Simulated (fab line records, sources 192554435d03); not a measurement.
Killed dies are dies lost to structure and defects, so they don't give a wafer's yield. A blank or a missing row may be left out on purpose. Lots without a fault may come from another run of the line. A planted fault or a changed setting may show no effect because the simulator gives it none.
Which tool did it? | flow n5_finfet | 8 lots, 24 wafers sampled, at 9 steps of a route of 1938

WHAT THE GAUGES READ, wafer by wafer
N5_PMOS_HMC_CHANNEL_EPI_INSPECT_30: inspects for defects (darkfield).
lot  | measured    | on                | raw_defect_count
L937 | day 3 14:39 | defect_inspect-02 | 20 34 30
L939 | day 4 02:23 | defect_inspect-01 | 22 32 15
L940 | day 4 08:29 | defect_inspect-02 | 18 30 24
L943 | day 5 02:05 | defect_inspect-02 | 25 11 14
L944 | day 5 08:17 | defect_inspect-02 | 16 30 369
L945 | day 5 15:03 | defect_inspect-02 | 23 350 9
L948 | day 6 08:06 | defect_inspect-01 | 17 16 23
L953 | day 7 13:56 | defect_inspect-01 | 22 17 12

N5_FIN_SAQP_INSPECT_18: inspects for defects (brightfield).
lot  | measured    | on                | raw_defect_count
L937 | day 3 15:55 | defect_inspect-02 | 590 504 384
L939 | day 4 05:46 | defect_inspect-02 | 386 319 265
L940 | day 4 09:44 | defect_inspect-01 | 449 290 540
L943 | day 5 05:55 | defect_inspect-02 | 582 580 543
L944 | day 5 09:47 | defect_inspect-02 | 388 424 815
L945 | day 5 16:19 | defect_inspect-01 | 331 671 339
L948 | day 6 09:47 | defect_inspect-02 | 298 337 368
L953 | day 7 16:13 | defect_inspect-02 | 415 384 359

N5_FIN_SAQP_INSPECT_40: inspects for defects (brightfield).
lot  | measured    | on                | raw_defect_count
L937 | day 3 20:15 | defect_inspect-02 | 237 285 265
L939 | day 4 10:31 | defect_inspect-02 | 209 220 183
L940 | day 4 13:57 | defect_inspect-02 | 207 180 165
L943 | day 5 10:47 | defect_inspect-01 | 232 231 238
L944 | day 5 14:27 | defect_inspect-01 | 153 133 437
L945 | day 5 22:13 | defect_inspect-01 | 185 490 189
L948 | day 6 14:11 | defect_inspect-01 | 242 226 299
L953 | day 7 20:32 | defect_inspect-01 | 320 225 195

N5_FIN_CUT_INSPECT_10: inspects for defects (brightfield).
lot  | measured    | on                | raw_defect_count
L937 | day 3 20:46 | defect_inspect-02 | 52 44 51
L939 | day 4 11:02 | defect_inspect-01 | 42 39 36
L940 | day 4 14:28 | defect_inspect-02 | 24 46 36
L943 | day 5 11:19 | defect_inspect-01 | 44 50 24
L944 | day 5 14:50 | defect_inspect-02 | 34 37 396
L945 | day 5 22:44 | defect_inspect-01 | 38 372 34
L948 | day 6 14:35 | defect_inspect-01 | 54 31 70
L953 | day 7 20:55 | defect_inspect-02 | 60 45 45

N5_BEOL_M4_RC_MEAS_101.
lot  | measured     | on        | DIBL_N (mV/V)  | DIBL_P (mV/V)  | IOFF_N (nA/um)    | IOFF_P (nA/um)    | ION_N (uA/um) | ION_P (uA/um) | SS_N (mV/dec)  | SS_P (mV/dec)  | VT_N (mV)         | VT_P (mV)
L937 | day 11 00:04 | prober-02 | 34.9 34.8 34.8 | 35.7 33.9 34.9 | 0.133 0.126 0.130 | 0.189 0.161 0.178 | 680 670 668   | 467 454 462   | 71.8 71.0 71.0 | 73.1 73.6 72.1 | 252.7 253.6 253.5 | -250.8 -254.7 -252.7
L939 | day 12 03:04 | prober-02 | 35.7 35.0 35.9 | 35.5 35.2 36.2 | 0.134 0.127 0.143 | 0.188 0.198 0.209 | 669 665 681   | 455 460 461   | 71.1 70.7 71.7 | 72.7 72.8 73.8 | 249.5 251.2 248.9 | -249.6 -248.8 -248.1
L940 | day 11 07:58 | prober-02 | 38.2 37.6 36.9 | 38.8 37.3 36.6 | 0.225 0.206 0.182 | 0.247 0.217 0.209 | 690 678 682   | 467 458 458   | 71.5 71.8 71.3 | 74.1 73.2 72.6 | 242.7 244.2 246.1 | -248.1 -253.5 -251.4
L943 | day 12 10:53 | prober-02 | 36.3 36.9 38.0 | 33.9 34.5 36.4 | 0.147 0.148 0.184 | 0.227 0.227 0.275 | 669 678 692   | 472 467 477   | 71.5 71.1 71.6 | 72.4 73.4 73.6 | 248.6 251.3 247.6 | -244.2 -247.5 -243.5
L944 | day 12 07:56 | prober-01 | 33.9 34.1 33.2 | 35.3 36.2 34.6 | 0.152 0.156 0.136 | 0.208 0.231 0.201 | 688 682 681   | 474 474 471   | 71.3 71.0 70.4 | 72.8 73.3 72.7 | 248.7 250.0 250.0 | -248.8 -245.6 -249.4
L945 | day 12 14:05 | prober-02 | 37.4 39.0 36.4 | 34.7 36.7 33.5 | 0.139 0.163 0.121 | 0.161 0.193 0.149 | 679 689 669   | 457 463 452   | 71.0 71.4 71.3 | 72.6 73.7 72.6 | 251.0 248.7 252.4 | -255.2 -253.3 -252.7
L948 | day 13 14:14 | prober-02 | 34.5 33.8 35.7 | 36.0 35.6 37.6 | 0.143 0.137 0.164 | 0.198 0.187 0.223 | 681 665 681   | 470 466 467   | 71.5 71.2 71.5 | 73.3 73.1 73.5 | 252.2 253.1 249.4 | -248.9 -253.0 -251.9
L953 | day 14 22:47 | prober-02 | 35.3 35.2 35.9 | 34.3 34.4 35.3 | 0.134 0.130 0.146 | 0.219 0.216 0.240 | 657 667 678   | 466 471 477   | 71.6 71.4 71.1 | 73.2 72.1 73.7 | 252.8 249.9 251.0 | -247.0 -247.9 -244.7

WHICH TOOL RAN EACH LOT (tool, then ch and the chambers of the sampled wafers, then the start)
lot  | N5_PMOS_HMC_CHANNEL_EPI_CMP_21 | N5_PMOS_HMC_CHANNEL_EPI_PRECLEAN_37 | N5_FIN_SAQP_PECVD_47           | N5_FIN_SAQP_HM_DEP_72
L937 | cmp-01 ch 0,1,3, day 3 13:49   | wet_bench-02 ch 3,6,7, day 3 14:07  | pecvd-02 ch 0,1,2, day 3 15:19 | pecvd-02 ch 0,1,2, day 3 15:31
L939 | cmp-02 ch 1,2,3, day 4 01:38   | wet_bench-03 ch 1,4,5, day 4 01:54  | pecvd-02 ch 0,1, day 4 05:02   | pecvd-02 ch 0,1, day 4 05:15
L940 | cmp-03 ch 0,1, day 4 07:42     | wet_bench-04 ch 2,4,5, day 4 08:02  | pecvd-04 ch 0,1,2, day 4 09:08 | pecvd-03 ch 0,2, day 4 09:21
L943 | cmp-02 ch 0,1,2, day 5 01:11   | wet_bench-02 ch 1,2,5, day 5 01:25  | pecvd-03 ch 1,2, day 5 05:11   | pecvd-04 ch 0,1, day 5 05:24
L944 | cmp-01 ch 1,3, day 5 07:32     | wet_bench-02 ch 3,5,6, day 5 07:50  | pecvd-03 ch 1,2, day 5 09:04   | pecvd-04 ch 0,1,2, day 5 09:16
L945 | cmp-03 ch 0,2,3, day 5 14:17   | wet_bench-02 ch 0,2,6, day 5 14:37  | pecvd-02 ch 0,1, day 5 15:43   | pecvd-03 ch 0,1, day 5 15:55
L948 | cmp-03 ch 0,1,3, day 6 07:24   | wet_bench-03 ch 1,3,7, day 6 07:39  | pecvd-02 ch 1,2, day 6 09:04   | pecvd-04 ch 0,1,2, day 6 09:17
L953 | cmp-01 ch 1,2, day 7 13:03     | wet_bench-03 ch 0,1,7, day 7 13:23  | pecvd-04 ch 1,2, day 7 15:29   | pecvd-04 ch 0,2, day 7 15:42
- N5_PMOS_HMC_CHANNEL_EPI_CMP_21: polishes SiGe30, target thk 54 nm.
- N5_PMOS_HMC_CHANNEL_EPI_PRECLEAN_37: cleans in O3/DIW, time 45 s.
- N5_FIN_SAQP_PECVD_47: deposits a-Si from SiH4/He, target thk 45 nm, time 36.3 s.
- N5_FIN_SAQP_HM_DEP_72: deposits SiO2 from SiH4/N2O, target thk 12 nm, time 7.2 s.

WHAT THE TOOLS THEMSELVES READ (means of the sampled wafers that have a number; where no wafer has one, the mark that the record gives instead)
N5_PMOS_HMC_CHANNEL_EPI_CMP_21.
lot  | tool   | motor_current_A (A)
L937 | cmp-01 | 11.8
L939 | cmp-02 | 11.7
L940 | cmp-03 | 12.8
L943 | cmp-02 | 11.6
L944 | cmp-01 | 11.3
L945 | cmp-03 | 12.7
L948 | cmp-03 | 12.6
L953 | cmp-01 | 12.4

N5_PMOS_HMC_CHANNEL_EPI_PRECLEAN_37.
lot  | tool         | bath_heat_duty_pct (%) | o3_ppm
L937 | wet_bench-02 | 2.3                    | 9.95
L939 | wet_bench-03 | 2.5                    | 9.97
L940 | wet_bench-04 | 1.9                    | 9.95
L943 | wet_bench-02 | 2.6                    | 10.04
L944 | wet_bench-02 | 2.9                    | 10.03
L945 | wet_bench-02 | 2.6                    | 10.07
L948 | wet_bench-03 | 2.5                    | 9.94
L953 | wet_bench-03 | 2.4                    | 9.97

N5_FIN_SAQP_PECVD_47.
lot  | tool     | heater_power_w (W) | showerhead_plenum_p_Torr (Torr) | throttle_valve_pct (%)
L937 | pecvd-02 | 824                | 5.68                            | 18.9
L939 | pecvd-02 | 777                | 5.62                            | 18.5
L940 | pecvd-04 | 768                | 5.70                            | 17.9
L943 | pecvd-03 | 843                | 5.66                            | 18.3
L944 | pecvd-03 | 809                | 5.69                            | 19.5
L945 | pecvd-02 | 718                | 5.62                            | 18.6
L948 | pecvd-02 | 853                | 5.73                            | 19.0
L953 | pecvd-04 | 814                | 5.74                            | 18.6

N5_FIN_SAQP_HM_DEP_72.
lot  | tool     | heater_power_w (W) | showerhead_plenum_p_Torr (Torr)
L937 | pecvd-02 | 794                | 8.15
L939 | pecvd-02 | 671                | 8.05
L940 | pecvd-03 | 807                | 8.16
L943 | pecvd-04 | 763                | 8.21
L944 | pecvd-04 | 765                | 8.21
L945 | pecvd-03 | 726                | 8.21
L948 | pecvd-04 | 744                | 8.23
L953 | pecvd-04 | 785                | 8.10

THE ANSWER, worked out from the rows above alone
Rule: what is usual is taken from the lots themselves. Put in order of their means at a reading, lots are off if they are a third of the lots or fewer, leave a main group of 4 or more, and stand apart from it by a gap of 3 or more times the standard deviation of the main group's means; of several such gaps the widest counts. A main group whose means are all the same, to the digits that the tables above print for the reading, isn't used. A lot without any number at a reading at which 4 lots or more have one is off too. The other lots that the step has rows for count as sound. The gauges are gone through in route order, then the tools' own readings, and for those a lot's mean is taken as printed above. The first step at which some lot is off is used, and at that step the reading that is off furthest; a lot without a number counts as furthest.
Off: L944, L945, at N5_PMOS_HMC_CHANNEL_EPI_INSPECT_30 (raw_defect_count). The main group: mean 21, standard deviation 4.1.
A tool fits if, at a process step before that reading, it ran every lot that is off, and no sound lot after the first of them. The gauges at N5_PMOS_HMC_CHANNEL_EPI_INSPECT_30 are tried like those tools. Can't be told from this: 2 tools fit, wet_bench-02 at N5_PMOS_HMC_CHANNEL_EPI_PRECLEAN_37, defect_inspect-02 at N5_PMOS_HMC_CHANNEL_EPI_INSPECT_30.

WHAT THE SIMULATOR HAD PUT IN
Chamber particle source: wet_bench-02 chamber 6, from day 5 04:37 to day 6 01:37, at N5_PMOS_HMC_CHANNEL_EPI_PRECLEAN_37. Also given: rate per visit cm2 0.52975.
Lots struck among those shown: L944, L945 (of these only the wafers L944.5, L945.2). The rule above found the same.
